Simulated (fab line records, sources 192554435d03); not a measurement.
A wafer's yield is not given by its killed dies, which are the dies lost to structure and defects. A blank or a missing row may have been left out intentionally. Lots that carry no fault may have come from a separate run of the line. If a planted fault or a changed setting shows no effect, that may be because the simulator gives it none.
Struck lot and sound lot, side by side ; flow n5Finfet ; 16 steps out of a route of 1938
Sound: wafers L579.1, L579.4, L579.6. Wafers struck: L573.1, L573.2, L573.5. The cause is named last.
At each step with rows: each side's tool, then ch and its chambers, then its first start. Under that, the readings that differ: sound wafers ; struck wafers ; difference of the means ; sigmas: that difference in standard deviations of wafers without a fault.
alike: readings whose means differ by less than 2 such deviations, and words and numbers that are the same on both sides. not compared: withheld readings, readings that some wafer has no value for, bounds like >300 that may hide the same value, and numbers for which the record gives no deviation and whose values overlap.
Wherever a step has rows on one side only, a row that says differs or no value, or a row with sigmas, the two part there. Numbers that don't overlap but have no deviation are shown without sigmas and don't part them. Lack of a reading on every wafer of one side parts them only where that side has two or more wafers.

N5_FIN_SAQP_MANDREL_ETCH_58: etches a-Si in HBr/Cl2, stops on SiNx, target depth 45 nm, bt time 10 s, time 27 s.
  sound on rieSi-06 ch 1,2,3, day 7 07:03; struck on rieSi-05 ch 0,1,2, day 5 20:41
  alike: drypumpMotorCurrentA, oesProductAu, throttleValvePct
  not compared: rfHoursCounterH
then, 2 steps without rows for these wafers: N5_FIN_SAQP_RECESS_63 (chemistry HF/NH3, target SiO2, target depth 18 nm, afs cycles 3, sublimation time 60 s); N5_FIN_SAQP_COAT_68 (time 60 s, resist thk 100 nm).
N5_FIN_SAQP_ETCH_69: etches SOC in N2/H2, stops on SiNx, target depth 150 nm.
  sound on rieDiel-02 ch 0,1,2, day 7 07:35; struck on rieDiel-02 ch 0,1, day 5 21:35
  alike: drypumpMotorCurrentA, oesProductAu, rfVppV, showerheadPlenumPTorr, throttleValvePct
  not compared: rfHoursCounterH
then, 3 steps without rows for these wafers: N5_FIN_SAQP_ETCH_67 (etches SiNx in CH3F/O2, target depth 30 nm); N5_FIN_SAQP_STRIP_70 (strips in N2/H2); N5_FIN_SAQP_RECESS_71 (chemistry HF/NH3, target SiO2, target depth 3 nm, afs cycles 1, sublimation time 60 s).
N5_FIN_SAQP_SPACER2_ALD_28: deposits SiO2, target thk 8.1 nm, pulse time 1 s, purge time 2 s.
  sound on aldSin-03 ch 0,2,3, day 7 07:58; struck on aldSin-03 ch 0,2, day 5 22:10
  alike: heaterPowerW, precursorPulseHeightRel
N5_FIN_SAQP_SPACER2_ETCHBACK_29: etches SiO2 in CHF3/O2, target depth 12.2 nm, time 6.1 s.
  sound on rieDiel-04 ch 0,2, day 7 08:19; struck on rieDiel-01 ch 0,3, day 5 22:39
  alike: drypumpMotorCurrentA, oesProductAu, rfVppV, showerheadPlenumPTorr, throttleValvePct
  not compared: rfHoursCounterH
N5_FIN_SAQP_MANDREL2_REMOVE_60: chemistry HBr/Cl2/O2, target a-Si, stops on SiNx, bt time 10 s.
  sound on rieSi-04 ch 1,2,3, day 7 08:24; struck on rieSi-06 ch 1,2, day 5 22:44
reading;sound;struck;difference;sigmas
throttleValvePct (%);36.6 35.9 36.2;37.2 36.5 37.2;+0.7;+2
  alike: drypumpMotorCurrentA, oesProductAu
  not compared: rfHoursCounterH
N5_FIN_SAQP_CD_MEAS_31 targets a cd of 8 nm.
  sound on cdSem-01 ch 0, day 7 08:31; struck on cdSem-02 ch 0, day 5 22:50
  alike: cdNm
then, 1 step without rows for these wafers: N5_FIN_SAQP_HM_OPEN_33 (chemistry CH3F/O2, target SiNx, target depth 49.4 nm, time 70.6 s).
N5_FIN_SAQP_ETCH_34: etches SiO2 in C4F6/O2, target depth 45 nm, time 15 s.
  sound on rieDiel-02 ch 2,3, day 7 08:38; struck on rieDiel-01 ch 0,3, day 5 23:02
reading;sound;struck;difference;sigmas
etchRfOnTimeS (s);14.83 14.96 15.15;10.77 10.75 10.68;-4.25;-22
oesProductAu (a.u.);0.76 0.66 0.66;0.90 0.84 0.91;+0.19;+3
  alike: drypumpMotorCurrentA, rfVppV, showerheadPlenumPTorr, throttleValvePct
  not compared: rfHoursCounterH
then, 1 step without rows for these wafers: N5_FIN_SAQP_STRIP_77 (strips in N2/H2, time 90 s).
-- the record jumps here: 6 days lie between the struck wafers' starts before and after (it left off in module FIN_SAQP and takes up again in module BEOL_M4, whose first step shown is number 1111 of the route) --
N5_BEOL_M4_RC_MEAS_101:
  sound on prober-02 ch 0, day 14 02:40; struck on prober-01 ch 0, day 12 03:58
reading;sound;struck;difference;sigmas
IOFF_P (nA/um);0.17 0.17 0.14;0.25 0.28 0.26;+0.10;+3
ION_P (uA/um);464 451 456;479 474 476;+19;+3
VT_P (mV);-253 -255 -256;-245 -247 -246;+9;+3
  alike: DIBL_N, DIBL_P, IOFF_N, ION_N, SS_N, SS_P, VT_N
N5_PASSIVATION_PROBE_49:
  sound wafers here have rows in the record (prober-01, day 19 03:22); struck ones have none

== WHERE THEY PART ==
First at N5_FIN_SAQP_MANDREL2_REMOVE_60; last, within this record, at N5_PASSIVATION_PROBE_49.

WHY: what had been put in by the simulator
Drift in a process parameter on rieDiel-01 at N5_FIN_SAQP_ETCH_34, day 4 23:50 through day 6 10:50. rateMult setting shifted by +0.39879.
